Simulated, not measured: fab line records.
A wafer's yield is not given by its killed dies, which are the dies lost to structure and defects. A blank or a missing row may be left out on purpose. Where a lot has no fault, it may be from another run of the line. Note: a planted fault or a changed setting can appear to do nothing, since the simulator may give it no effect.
Split-lot trial :: flow n5_finfet :: 21 wafers read across 7 lots, on a route 1938 steps long

== THE SPLIT ==
At N5_BEOL_M15_ETCH_61 (etches BARC in N2/H2, target depth 89 nm, overetch 26.7 nm, time 67.9 s), the setting time_s was moved away from the recipe's 67.9 s on 8 of the 21 wafers read, by +8.9% to +19.7%. All remaining wafers had this setting at the recipe value.

The reading is taken at the split's own step.

== THE READING ==
coat_of_BEOL_M15_COAT_22.thk_nm (the simulator's own value, which no gauge read), in nm, at N5_BEOL_M15_ETCH_61 (etches BARC in N2/H2, target depth 89 nm, overetch 26.7 nm, time 67.9 s). The file does not state a usual value for it. Average 717.8 nm, standard deviation 1.9 nm, over the 13 wafers here run with the recipe.

wafer: L074.4
tool, chamber at the split: rie_diel-01, 3
time_s as run, s: 67.9
against the recipe: recipe
coat_of_BEOL_M15_COAT_22.thk_nm, nm: 719.2
against lot-mates on the recipe: -

wafer: L074.5
tool, chamber at the split: rie_diel-01, 1
time_s as run, s: 67.9
against the recipe: recipe
coat_of_BEOL_M15_COAT_22.thk_nm, nm: 719.6
against lot-mates on the recipe: -

wafer: L074.6
tool, chamber at the split: rie_diel-01, 2
time_s as run, s: 67.9
against the recipe: recipe
coat_of_BEOL_M15_COAT_22.thk_nm, nm: 721
against lot-mates on the recipe: -

wafer: L075.2
tool, chamber at the split: rie_diel-04, 2
time_s as run, s: 67.9
against the recipe: recipe
coat_of_BEOL_M15_COAT_22.thk_nm, nm: 718.8
against lot-mates on the recipe: -

wafer: L075.3
tool, chamber at the split: rie_diel-04, 1
time_s as run, s: 73.97
against the recipe: +8.9%
coat_of_BEOL_M15_COAT_22.thk_nm, nm: 711.2
against lot-mates on the recipe: -7.1

wafer: L075.6
tool, chamber at the split: rie_diel-04, 2
time_s as run, s: 67.9
against the recipe: recipe
coat_of_BEOL_M15_COAT_22.thk_nm, nm: 717.8
against lot-mates on the recipe: -

wafer: L076.3
tool, chamber at the split: rie_diel-01, 1
time_s as run, s: 81.27
against the recipe: +19.7%
coat_of_BEOL_M15_COAT_22.thk_nm, nm: 703.8
against lot-mates on the recipe: -11.6

wafer: L076.5
tool, chamber at the split: rie_diel-01, 0
time_s as run, s: 67.9
against the recipe: recipe
coat_of_BEOL_M15_COAT_22.thk_nm, nm: 715.4
against lot-mates on the recipe: -

wafer: L076.6
tool, chamber at the split: rie_diel-01, 3
time_s as run, s: 81.27
against the recipe: +19.7%
coat_of_BEOL_M15_COAT_22.thk_nm, nm: 702.2
against lot-mates on the recipe: -13.2

wafer: L080.1
tool, chamber at the split: rie_diel-02, 3
time_s as run, s: 67.9
against the recipe: recipe
coat_of_BEOL_M15_COAT_22.thk_nm, nm: 716.2
against lot-mates on the recipe: -

wafer: L080.5
tool, chamber at the split: rie_diel-02, 1
time_s as run, s: 76.82
against the recipe: +13.1%
coat_of_BEOL_M15_COAT_22.thk_nm, nm: 705.2
against lot-mates on the recipe: -11.0

wafer: L080.6
tool, chamber at the split: rie_diel-02, 3
time_s as run, s: 76.82
against the recipe: +13.1%
coat_of_BEOL_M15_COAT_22.thk_nm, nm: 710.8
against lot-mates on the recipe: -5.4

wafer: L086.1
tool, chamber at the split: rie_diel-01, 3
time_s as run, s: 67.9
against the recipe: recipe
coat_of_BEOL_M15_COAT_22.thk_nm, nm: 716.6
against lot-mates on the recipe: -

wafer: L086.2
tool, chamber at the split: rie_diel-01, 2
time_s as run, s: 67.9
against the recipe: recipe
coat_of_BEOL_M15_COAT_22.thk_nm, nm: 715
against lot-mates on the recipe: -

wafer: L086.5
tool, chamber at the split: rie_diel-01, 0
time_s as run, s: 67.9
against the recipe: recipe
coat_of_BEOL_M15_COAT_22.thk_nm, nm: 715.8
against lot-mates on the recipe: -

wafer: L085.3
tool, chamber at the split: rie_diel-04, 2
time_s as run, s: 75.11
against the recipe: +10.6%
coat_of_BEOL_M15_COAT_22.thk_nm, nm: 710.6
against lot-mates on the recipe: no lot-mate on the recipe

wafer: L085.4
tool, chamber at the split: rie_diel-04, 1
time_s as run, s: 75.11
against the recipe: +10.6%
coat_of_BEOL_M15_COAT_22.thk_nm, nm: 711.2
against lot-mates on the recipe: no lot-mate on the recipe

wafer: L085.5
tool, chamber at the split: rie_diel-04, 1
time_s as run, s: 75.11
against the recipe: +10.6%
coat_of_BEOL_M15_COAT_22.thk_nm, nm: 710.8
against lot-mates on the recipe: no lot-mate on the recipe

wafer: L097.3
tool, chamber at the split: rie_diel-04, 0
time_s as run, s: 67.9
against the recipe: recipe
coat_of_BEOL_M15_COAT_22.thk_nm, nm: 721
against lot-mates on the recipe: -

wafer: L097.5
tool, chamber at the split: rie_diel-04, 1
time_s as run, s: 67.9
against the recipe: recipe
coat_of_BEOL_M15_COAT_22.thk_nm, nm: 717.8
against lot-mates on the recipe: -

wafer: L097.6
tool, chamber at the split: rie_diel-04, 0
time_s as run, s: 67.9
against the recipe: recipe
coat_of_BEOL_M15_COAT_22.thk_nm, nm: 717.4
against lot-mates on the recipe: -

THE FIT
A straight line over all 21 wafers: coat_of_BEOL_M15_COAT_22.thk_nm changes by -0.734 nm for each +1% of time_s; r = -0.94; the points scatter about the line by 1.9 nm.
The same after taking each lot's own level away (the mean of its wafers on the recipe; 18 wafers): -0.636 nm for each +1%; r = -0.96; scatter 1.4 nm.
Per that fit: largest time_s move, reading shift of 13 nm.
Across the lots, their own levels run from 715.40 to 719.93 nm, a range of 2.3 times the standard deviation given above.
In other words, the slope is changed by the lot-to-lot level; the two fits disagree.
Check: for one of the wafers moved furthest among these (+19.7%), held out of the fit, the line's prediction against its lot-mates is -13 nm. It came out at -11.6 nm against them.

== THESE WAFERS: OTHER SPLITS ==
These wafers also went through other splits before the reading. Each is held against what the fit with the lots' levels taken away leaves over:
other split on the same wafers: N5_BEOL_M12_EXPOSE_07 dose_mj
wafers away from the commonest value: 6
r with coat_of_BEOL_M15_COAT_22.thk_nm (lot level and that fit taken away): +0.08

other split on the same wafers: N5_BEOL_M12_ETCH_59 h2_flow_sccm
wafers away from the commonest value: 9
r with coat_of_BEOL_M15_COAT_22.thk_nm (lot level and that fit taken away): +0.00

other split on the same wafers: N5_BEOL_M13_COAT_65 spin_rpm
wafers away from the commonest value: 9
r with coat_of_BEOL_M15_COAT_22.thk_nm (lot level and that fit taken away): +0.14

other split on the same wafers: N5_BEOL_M13_EXPOSE_25 dose_mj
wafers away from the commonest value: 6
r with coat_of_BEOL_M15_COAT_22.thk_nm (lot level and that fit taken away): -0.04

other split on the same wafers: N5_BEOL_M14_COAT_65 spin_rpm
wafers away from the commonest value: 4
r with coat_of_BEOL_M15_COAT_22.thk_nm (lot level and that fit taken away): -0.12

other split on the same wafers: N5_BEOL_M15_EXPOSE_25 dose_mj
wafers away from the commonest value: 3
r with coat_of_BEOL_M15_COAT_22.thk_nm (lot level and that fit taken away): -0.08

== THE FILE'S OWN FIT ==
coat_of_BEOL_M15_COAT_22.thk_nm changes by -0.649 nm for each +1% of time_s, r = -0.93.
